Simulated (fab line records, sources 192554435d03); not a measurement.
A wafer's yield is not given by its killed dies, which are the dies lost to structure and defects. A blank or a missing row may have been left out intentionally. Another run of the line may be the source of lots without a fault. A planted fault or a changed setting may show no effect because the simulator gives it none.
Which tool did it? || flow n5 finfet || 72 wafers from 24 lots sampled at 2 of the route's 1938 steps

== WHAT EACH GAUGE READ, for each wafer ==
N5_DUMMY_GATE_INSPECT_17: inspects for defects (brightfield).
{"lot": "L074", "measured": "day 2 22:32", "on": "defect inspect-01", "raw defect count": "174 166 229"}
{"lot": "L075", "measured": "day 3 06:11", "on": "defect inspect-01", "raw defect count": "172 204 266"}
{"lot": "L076", "measured": "day 3 12:45", "on": "defect inspect-01", "raw defect count": "299 314 269"}
{"lot": "L077", "measured": "day 3 15:24", "on": "defect inspect-02", "raw defect count": "149 162 140"}
{"lot": "L078", "measured": "day 3 21:35", "on": "defect inspect-02", "raw defect count": "283 281 172"}
{"lot": "L079", "measured": "day 4 05:43", "on": "defect inspect-02", "raw defect count": "241 214 287"}
{"lot": "L080", "measured": "day 4 09:28", "on": "defect inspect-02", "raw defect count": "118 202 158"}
{"lot": "L081", "measured": "day 4 17:15", "on": "defect inspect-02", "raw defect count": "194 135 167"}
{"lot": "L082", "measured": "day 5 02:39", "on": "defect inspect-01", "raw defect count": "146 151 197"}
{"lot": "L083", "measured": "day 5 05:13", "on": "defect inspect-01", "raw defect count": "195 249 264"}
{"lot": "L084", "measured": "day 5 12:25", "on": "defect inspect-01", "raw defect count": "138 126 116"}
{"lot": "L085", "measured": "day 5 15:08", "on": "defect inspect-02", "raw defect count": "270 179 224"}
{"lot": "L086", "measured": "day 6 01:35", "on": "defect inspect-01", "raw defect count": "214 234 198"}
{"lot": "L087", "measured": "day 6 06:04", "on": "defect inspect-01", "raw defect count": "324 163 442"}
{"lot": "L088", "measured": "day 6 11:21", "on": "defect inspect-02", "raw defect count": "119 229 238"}
{"lot": "L089", "measured": "day 6 18:14", "on": "defect inspect-01", "raw defect count": "129 201 185"}
{"lot": "L090", "measured": "day 6 21:25", "on": "defect inspect-02", "raw defect count": "214 192 225"}
{"lot": "L091", "measured": "day 7 04:59", "on": "defect inspect-01", "raw defect count": "170 129 158"}
{"lot": "L092", "measured": "day 7 09:22", "on": "defect inspect-01", "raw defect count": "244 189 161"}
{"lot": "L093", "measured": "day 7 17:50", "on": "defect inspect-02", "raw defect count": "145 159 188"}
{"lot": "L094", "measured": "day 7 21:57", "on": "defect inspect-01", "raw defect count": "270 271 202"}
{"lot": "L095", "measured": "day 8 03:10", "on": "defect inspect-01", "raw defect count": "158 184 183"}
{"lot": "L096", "measured": "day 8 13:31", "on": "defect inspect-02", "raw defect count": "223 221 365"}
{"lot": "L097", "measured": "day 8 17:05", "on": "defect inspect-01", "raw defect count": "188 191 205"}

== EACH LOT AND THE TOOL THAT RAN IT (in order: tool; ch and the chambers of the sampled wafers; start) ==
{"lot": "L074", "N5_STI_FIN_REVEAL_RECESS_09": "vapor etch-01 ch 0,1, day 2 10:30"}
{"lot": "L075", "N5_STI_FIN_REVEAL_RECESS_09": "vapor etch-01 ch 0,1, day 2 18:12"}
{"lot": "L076", "N5_STI_FIN_REVEAL_RECESS_09": "vapor etch-02 ch 0,1, day 2 23:18"}
{"lot": "L077", "N5_STI_FIN_REVEAL_RECESS_09": "vapor etch-01 ch 0,1, day 3 04:01"}
{"lot": "L078", "N5_STI_FIN_REVEAL_RECESS_09": "vapor etch-02 ch 0,1, day 3 10:14"}
{"lot": "L079", "N5_STI_FIN_REVEAL_RECESS_09": "vapor etch-02 ch 0,1, day 3 16:56"}
{"lot": "L080", "N5_STI_FIN_REVEAL_RECESS_09": "vapor etch-01 ch 0,1, day 3 22:05"}
{"lot": "L081", "N5_STI_FIN_REVEAL_RECESS_09": "vapor etch-01 ch 0,1, day 4 05:53"}
{"lot": "L082", "N5_STI_FIN_REVEAL_RECESS_09": "vapor etch-02 ch 0,1, day 4 11:57"}
{"lot": "L083", "N5_STI_FIN_REVEAL_RECESS_09": "vapor etch-02 ch 0,1, day 4 18:17"}
{"lot": "L084", "N5_STI_FIN_REVEAL_RECESS_09": "vapor etch-02 ch 0, day 4 22:40"}
{"lot": "L085", "N5_STI_FIN_REVEAL_RECESS_09": "vapor etch-02 ch 0,1, day 5 03:47"}
{"lot": "L086", "N5_STI_FIN_REVEAL_RECESS_09": "vapor etch-01 ch 0,1, day 5 09:11"}
{"lot": "L087", "N5_STI_FIN_REVEAL_RECESS_09": "vapor etch-01 ch 1, day 5 18:22"}
{"lot": "L088", "N5_STI_FIN_REVEAL_RECESS_09": "vapor etch-02 ch 0,1, day 5 21:24"}
{"lot": "L089", "N5_STI_FIN_REVEAL_RECESS_09": "vapor etch-01 ch 0,1, day 6 04:34"}
{"lot": "L090", "N5_STI_FIN_REVEAL_RECESS_09": "vapor etch-02 ch 1, day 6 09:51"}
{"lot": "L091", "N5_STI_FIN_REVEAL_RECESS_09": "vapor etch-01 ch 0,1, day 6 17:11"}
{"lot": "L092", "N5_STI_FIN_REVEAL_RECESS_09": "vapor etch-01 ch 0,1, day 6 21:59"}
{"lot": "L093", "N5_STI_FIN_REVEAL_RECESS_09": "vapor etch-01 ch 0,1, day 7 04:37"}
{"lot": "L094", "N5_STI_FIN_REVEAL_RECESS_09": "vapor etch-01 ch 1, day 7 10:27"}
{"lot": "L095", "N5_STI_FIN_REVEAL_RECESS_09": "vapor etch-01 ch 0,1, day 7 15:40"}
{"lot": "L096", "N5_STI_FIN_REVEAL_RECESS_09": "vapor etch-02 ch 0,1, day 8 00:09"}
{"lot": "L097", "N5_STI_FIN_REVEAL_RECESS_09": "vapor etch-01 ch 0,1, day 8 05:37"}
- N5_STI_FIN_REVEAL_RECESS_09: chemistry HF/NH3, target SiO2, afs cycles 11, target depth 42.5 nm, sublimation time 60 s.

== WHAT THE TOOLS THEMSELVES READ (means of the sampled wafers that have a number; where no wafer has one, the mark that the record gives instead) ==
N5_STI_FIN_REVEAL_RECESS_09.
{"lot": "L074", "tool": "vapor etch-01", "drypump motor current A (A)": 5.67}
{"lot": "L075", "tool": "vapor etch-01", "drypump motor current A (A)": 5.67}
{"lot": "L076", "tool": "vapor etch-02", "drypump motor current A (A)": 5.19}
{"lot": "L077", "tool": "vapor etch-01", "drypump motor current A (A)": 5.65}
{"lot": "L078", "tool": "vapor etch-02", "drypump motor current A (A)": 5.18}
{"lot": "L079", "tool": "vapor etch-02", "drypump motor current A (A)": 5.37}
{"lot": "L080", "tool": "vapor etch-01", "drypump motor current A (A)": 5.68}
{"lot": "L081", "tool": "vapor etch-01", "drypump motor current A (A)": 5.68}
{"lot": "L082", "tool": "vapor etch-02", "drypump motor current A (A)": 5.18}
{"lot": "L083", "tool": "vapor etch-02", "drypump motor current A (A)": 5.36}
{"lot": "L084", "tool": "vapor etch-02", "drypump motor current A (A)": 5.57}
{"lot": "L085", "tool": "vapor etch-02", "drypump motor current A (A)": 5.37}
{"lot": "L086", "tool": "vapor etch-01", "drypump motor current A (A)": 5.68}
{"lot": "L087", "tool": "vapor etch-01", "drypump motor current A (A)": 5.69}
{"lot": "L088", "tool": "vapor etch-02", "drypump motor current A (A)": 5.19}
{"lot": "L089", "tool": "vapor etch-01", "drypump motor current A (A)": 5.67}
{"lot": "L090", "tool": "vapor etch-02", "drypump motor current A (A)": 4.98}
{"lot": "L091", "tool": "vapor etch-01", "drypump motor current A (A)": 5.67}
{"lot": "L092", "tool": "vapor etch-01", "drypump motor current A (A)": 5.65}
{"lot": "L093", "tool": "vapor etch-01", "drypump motor current A (A)": 5.66}
{"lot": "L094", "tool": "vapor etch-01", "drypump motor current A (A)": 5.66}
{"lot": "L095", "tool": "vapor etch-01", "drypump motor current A (A)": 5.63}
{"lot": "L096", "tool": "vapor etch-02", "drypump motor current A (A)": 5.36}
{"lot": "L097", "tool": "vapor etch-01", "drypump motor current A (A)": 5.65}

== THE ANSWER, worked out from the rows above alone ==
Rule: what is usual is taken from the lots themselves. Put in order of their means at a reading, lots are off if they are a third of the lots or fewer, leave a main group of 4 or more, and stand apart from it by a gap of 3 or more times the standard deviation of the main group's means; of several such gaps the widest counts. A main group whose means are all the same, to the digits that the tables above print for the reading, isn't used. Also off: a lot with no number at a reading for which 4 or more lots have one. Any other lot the step has rows for is counted as sound. Order of review: gauges by route order, followed by the tools' own readings, for which a lot's mean as printed above is used. At the first step where some lot is off, the reading lying furthest off is the one used; lots without a number count as furthest.
No lot is off at any reading shown: from this, nothing can be told.

== WHAT THE SIMULATOR HAD PUT IN ==
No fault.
